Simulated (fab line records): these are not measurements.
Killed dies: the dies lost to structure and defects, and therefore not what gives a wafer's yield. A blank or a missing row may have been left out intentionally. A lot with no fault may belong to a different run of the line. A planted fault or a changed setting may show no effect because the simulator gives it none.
fab line records -- flow nand-harc
record: lots: 6, wafers: 18, last-day: 23
route steps=1159 shown A_CONTACT@881
lots that met no fault: taken from a fault-free run of the same line
start-h: hours from the record's first day to the start of the lot's first wafer shown -- wait-h: hours from the lot's prior step to this one -- " the same as in the row above -- L1.1+2: a row that stands for several wafers -- - no value, or no start given -- * or withheld: withheld -- < > ~ a bound
route shown NAME@n: a module of which the file shows steps, and the number in the route of the first -- usual: mean and standard deviation over wafers with no fault -- same: alike in all rows -- chamber/n: place in a boat -- sites: per-site readings -- _std_site: the standard deviation of these -- _edge_site: inner sites' mean taken away from outer sites' mean -- radius-mm: how far each site lies from the wafer's centre -- mask NAME#n: copy n -- behind: the last tool/chamber to shape the wafer -- hold: the reason the lot was held/the length of the hold in hours/how it ended -- device: whichever transistor did not switch (one of n, p or np) -- end of line: the tests these same wafers got at the end of their route -- step lacking rows: just its recipe -- killed: dies lost to structure and defects at the first sort, not the wafer's yield -- map: a wafer's dies, x killed, . not, _ none there
set.NAME: the setting as run; set.NAME@STEP: as run at that earlier step -- model.NAME: the simulator's own value behind a step, which no gauge read
certain route steps with their lots: each step a table, each wafer a row
services: the hour from which a tool's chamber was out of use, counted from the record's first day as start-h (under 0 if before that day), plus the number of hours and why
== steps ==
step: NHARC_A_CONTACT_ETCH_102
recipe: target-depth-a: 700, overetch-a: 70, time-s: 38.5, ion-energy-ev: 100, cf4-flow-sccm: 80, o2-flow-sccm: 20, ar-flow-sccm: 0, rf-w: 300, bias-w: 100, chemistry: CF4/O2
usual: drypump-motor-current-A: 5.6/0.4, oes-product-au: 0.999/0.0085, rf-vpp-V: 198.1/1.4, showerhead-plenum-p-Torr: 1.35/0.055, throttle-valve-pct: 13.397/0.0088
lot.wafer,tool,chamber,start-h,wait-h,drypump-motor-current-A,oes-product-au,rf-hours-counter-h,rf-vpp-V,showerhead-plenum-p-Torr,throttle-valve-pct
L565.1,rie-diel-06,1,385.37,0.4,6.0,0.993,57,195.4,1.29,13.388
L565.2,rie-diel-06,3,385.37,0.4,6.1,1.014,47,198.2,1.35,13.399
L565.6,rie-diel-06,2,385.37,0.4,5.0,1.014,-,197.5,1.36,13.407
L568.2,rie-diel-06,0,417.52,0.0,5.6,0.996,50,195.0,1.24,13.398
L568.3,rie-diel-06,1,417.52,0.0,6.0,0.989,71,196.3,1.28,13.397
L568.4,rie-diel-06,2,417.52,0.0,5.0,1.008,69,197.2,1.35,13.384
L571.3,rie-diel-06,3,429.01,0.1,6.1,1.016,0,199.0,1.34,13.398
L571.1,rie-diel-06,1,429.01,0.1,6.0,0.980,0,196.0,1.28,13.391
L571.5,rie-diel-06,3,429.01,0.1,6.1,0.999,-,196.3,1.34,13.394
L575.2,rie-diel-09,0,460.11,0.1,4.8,0.996,11,197.1,1.31,13.397
L575.3,rie-diel-09,1,460.11,0.1,5.7,0.982,10,196.3,1.34,13.394
L575.6,rie-diel-09,2,460.11,0.1,6.2,0.982,-,199.4,1.35,13.380
L574.3,rie-diel-09,2,471.32,0.1,6.2,1.003,13,197.4,1.35,13.386
L574.1,rie-diel-09,3,471.32,0.1,6.3,0.991,5,197.7,1.35,13.407
L574.6,rie-diel-09,1,471.32,0.1,5.8,0.988,-,197.9,1.34,13.397
L578.2,rie-diel-11,0,477.47,0.1,5.1,0.998,23,195.7,1.25,13.395
L578.1,rie-diel-11,2,477.47,0.1,5.4,1.011,22,198.8,1.38,13.380
L578.5,rie-diel-11,0,477.47,0.1,5.1,1.001,-,195.9,1.25,13.391
step: NHARC_A_CONTACT_STRIP_55
recipe: o2-flow-sccm: 500, ar-flow-sccm: 0, bias-w: 0, chemistry: O2
usual: drypump-motor-current-A: 5.6/0.41, oes-product-au: 0.999/0.0083, rf-vpp-V: 57.8/0.93, showerhead-plenum-p-Torr: 3.55/0.15, throttle-valve-pct: 17.037/0.0085
lot.wafer,tool,chamber,start-h,wait-h,drypump-motor-current-A,oes-product-au,rf-hours-counter-h,rf-vpp-V,showerhead-plenum-p-Torr,throttle-valve-pct
L565.1,rie-diel-06,3,-,-,6.1,1.009,47,58.1,3.56,17.046
L565.2,rie-diel-06,1,-,-,6.1,1.004,57,59.3,3.40,17.038
L565.6,rie-diel-06,3,-,-,6.1,1.009,-,57.5,3.55,17.032
L568.3,rie-diel-06,0,-,-,5.6,1.005,50,58.1,3.28,17.015
L568.4,rie-diel-06,1,-,-,6.0,0.991,71,56.8,3.40,17.051
L568.2,rie-diel-06,3,-,-,6.1,1.004,63,55.9,3.55,17.042
L571.1,rie-diel-06,2,-,-,5.0,0.991,0,57.5,3.58,17.038
L571.3,rie-diel-06,0,-,-,5.6,0.990,0,58.0,3.81,17.042
L571.5,rie-diel-06,2,-,-,5.0,0.996,-,57.0,3.58,17.048
L575.3,rie-diel-09,1,-,-,5.8,1.001,10,57.9,3.55,17.021
L575.2,rie-diel-09,0,-,-,4.9,0.998,11,56.9,3.48,17.033
L575.6,rie-diel-09,1,-,-,5.8,0.988,-,58.5,3.55,17.047
L574.3,rie-diel-09,1,-,-,5.8,0.997,14,57.8,3.55,17.040
L574.1,rie-diel-09,2,-,-,6.3,0.995,14,56.7,3.56,17.041
L574.6,rie-diel-09,3,-,-,6.3,0.991,-,58.9,3.56,17.036
L578.2,rie-diel-11,1,-,-,5.8,1.000,23,57.8,3.64,17.028
L578.1,rie-diel-11,2,-,-,5.4,1.006,22,57.9,3.65,17.024
L578.5,rie-diel-11,0,-,-,5.1,0.996,-,56.7,3.32,17.040
step: NHARC_A_CONTACT_STRIP_56
recipe: time-s: 600, temp-c: 30, chemistry: post-etch-residue-remover
step: NHARC_A_CONTACT_DEP_57
recipe: target-thk-a: 28000, temp-c: 400, material: aC
usual: throttle-valve-pct: 35.001/0.0098
lot.wafer,tool,chamber,start-h,wait-h,throttle-valve-pct
L565.1,acl-dep-02,0,387.57,-,34.996
L565.2,acl-dep-02,0,387.57,-,35.012
L565.6,acl-dep-02,0,388.99,-,35.000
L568.2,acl-dep-01,0,418.46,-,34.997
L568.3,acl-dep-01,0,418.46,-,34.994
L568.4,acl-dep-01,0,418.46,-,34.995
L571.1,acl-dep-03,0,429.66,-,34.996
L571.3,acl-dep-03,0,429.66,-,34.994
L571.5,acl-dep-03,0,429.66,-,34.999
L575.2,acl-dep-03,0,462.92,-,34.997
L575.3,acl-dep-03,0,462.92,-,35.007
L575.6,acl-dep-03,0,462.92,-,35.000
L574.1,acl-dep-01,0,472.17,-,34.992
L574.3,acl-dep-01,0,472.17,-,35.016
L574.6,acl-dep-01,0,472.17,-,35.004
L578.1,acl-dep-03,0,479.53,-,35.007
L578.2,acl-dep-03,0,479.53,-,34.998
L578.5,acl-dep-03,0,479.53,-,34.990
step: NHARC_A_CONTACT_DEP_58
recipe: target-thk-a: 600, target-thk-nm: 60, temp-c: 400, pressure-torr: 3.5, flow-sccm: 200, rf-w: 350, material: SiON
usual: chamber-pressure-Torr: 3.500/0.0079, heater-power-w: 749/76
lot.wafer,tool,chamber,start-h,wait-h,chamber-pressure-Torr,heater-power-w
L565.1,pecvd-03,2,389.29,1.4,3.501,762
L565.2,pecvd-03,1,389.29,1.4,3.490,762
L565.6,pecvd-03,2,389.29,1.4,3.498,779
L568.2,pecvd-02,2,419.93,1.2,3.488,704
L568.3,pecvd-02,1,419.93,1.2,3.499,619
L568.4,pecvd-02,2,419.93,1.2,3.509,705
L571.1,pecvd-02,2,431.44,1.5,3.491,715
L571.3,pecvd-02,0,431.44,1.5,3.512,719
L571.5,pecvd-02,0,431.44,1.5,3.503,718
L575.3,pecvd-03,1,464.51,1.0,3.490,801
L575.2,pecvd-03,2,464.51,1.0,3.508,848
L575.6,pecvd-03,0,464.51,1.0,3.505,722
L574.1,pecvd-01,2,473.93,1.5,3.503,859
L574.3,pecvd-01,0,473.93,1.5,3.497,783
L574.6,pecvd-01,0,473.93,1.5,3.486,769
L578.2,pecvd-01,1,481.29,1.2,3.481,762
L578.1,pecvd-01,2,481.29,1.2,3.500,903
L578.5,pecvd-01,0,481.29,1.2,3.503,743
step: NHARC_A_CONTACT_DEHYDRATE_59
recipe: temp-c: 150, time-s: 120
step: NHARC_A_CONTACT_HMDS_60
recipe: time-s: 30
step: NHARC_A_CONTACT_COAT_61
recipe: temp-c: 260, time-s: 75
step: NHARC_A_CONTACT_COAT_62
recipe: temp-c: 225, time-s: 65
step: NHARC_A_CONTACT_COAT_63
recipe: spin-rpm: 1500, resist-thk-nm: 90
step: NHARC_A_CONTACT_SOFTBAKE_64
recipe: temp-c: 105, time-s: 55
step: NHARC_A_CONTACT_EBR_65
step: NHARC_A_CONTACT_EXPOSE_66
recipe: na: 1.35, sigma-outer: 0.8, dose-mj: 59.02, mask-id: A_CC_2
usual: exposure-dose-mJ-cm2: 58.99/0.063, focus-offset-nm: 0.0/0.47, na: 1.35/0
lot.wafer,tool,chamber,start-h,wait-h,mask,exposure-dose-mJ-cm2,focus-offset-nm,na
L565.1,arfi-scanner-03,0,389.87,-,A_CC_2#0,59.06,0.3,1.35
L565.2,arfi-scanner-03,0,389.87,-,A_CC_2#0,59.09,0.4,1.35
L565.6,arfi-scanner-03,0,389.87,-,A_CC_2#0,59.10,-0.3,1.35
L568.2,arfi-scanner-02,-,420.52,-,A_CC_2#0,-,-,-
L568.3,arfi-scanner-02,-,420.52,-,A_CC_2#0,-,-,-
L568.4,arfi-scanner-02,-,420.52,-,A_CC_2#0,-,-,-
L571.1,arfi-scanner-01,-,431.99,-,A_CC_2#0,-,-,-
L571.3,arfi-scanner-01,-,431.99,-,A_CC_2#0,-,-,-
L571.5,arfi-scanner-01,-,431.99,-,A_CC_2#0,-,-,-
L575.2,arfi-scanner-03,0,464.97,-,A_CC_2#0,59.11,0.6,1.35
L575.3,arfi-scanner-03,0,464.97,-,A_CC_2#0,59.05,-0.1,1.35
L575.6,arfi-scanner-03,0,464.97,-,A_CC_2#0,58.99,0.1,1.35
L574.1,arfi-scanner-02,0,474.52,-,A_CC_2#0,59.11,0.3,1.35
L574.3,arfi-scanner-02,0,474.52,-,A_CC_2#0,59.02,0.2,1.35
L574.6,arfi-scanner-02,0,474.52,-,A_CC_2#0,59.09,-0.1,1.35
L578.1,arfi-scanner-01,0,481.87,-,A_CC_2#0,59.00,0.4,1.35
L578.2,arfi-scanner-01,0,481.87,-,A_CC_2#0,58.92,0.1,1.35
L578.5,arfi-scanner-01,0,481.87,-,A_CC_2#0,58.90,-0.1,1.35
step: NHARC_A_CONTACT_PEB_67
recipe: peb-temp-c: 100, peb-time-s: 65
== services ==
tool,chamber,start-h,hours,kind
rie-diel-11,-,366.55,9.0,pm
arfi-scanner-02,-,367.54,1.9,repair
arfi-scanner-01,-,368.00,4.0,pm
rie-diel-06,0,374.03,-,clean
rie-diel-06,1,374.03,-,clean
rie-diel-06,2,374.03,-,clean
rie-diel-06,3,374.03,-,clean
rie-diel-06,2,374.46,8.7,repair
rie-diel-09,2,387.51,13.8,repair
rie-diel-06,0,398.53,-,clean
rie-diel-06,1,398.53,-,clean
rie-diel-06,2,398.53,-,clean
acl-dep-03,-,405.65,13.0,pm
rie-diel-09,0,410.33,6.5,repair
pecvd-01,-,418.47,13.0,pm
rie-diel-06,-,419.60,9.0,pm
arfi-scanner-02,-,428.00,4.0,pm
rie-diel-09,-,431.16,9.0,pm
rie-diel-09,3,443.81,16.4,repair
pecvd-02,-,462.81,3.0,repair
rie-diel-06,-,469.88,0.4,repair
pecvd-03,-,473.13,13.0,pm
acl-dep-01,-,475.47,13.0,pm
arfi-scanner-03,-,479.44,1.6,repair
== key ==
first-sign: step: NHARC_A_CONTACT_EXPOSE_66, reading: tool-record, direction: missing
effect none on later readings
met-at NHARC_A_CONTACT_EXPOSE_66
struck-wafers L568.2,L568.3,L568.4,L571.1,L571.3,L571.5
later-rows-left-out L568.2,L568.3,L568.4,L571.1,L571.3,L571.5
sort-left-out L568.2,L568.3,L568.4,L571.1,L571.3,L571.5
tester-left-out L568,L571
fault: kind: skipped-step-whole, tool: arfi-scanner-01,arfi-scanner-02, chamber: -, onset-h: 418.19, steps: NHARC_A_CONTACT_EXPOSE_66, scope: struck-lots-only
tester-left-out: of these lots the tester's yield and bins aren't shown, on N5 and GAA mostly nor the transistor test; their killed dies are dies lost to structure and defects alone, not to doping, threshold or leakage, so they don't give the yield
sort-left-out: the simulated sort isn't trusted on such a fault, so these wafers' sort isn't shown, and their yield isn't known
later-rows-left-out: the simulator's readings of these wafers behind a module that went badly wrong aren't trusted and aren't shown, but for the sort
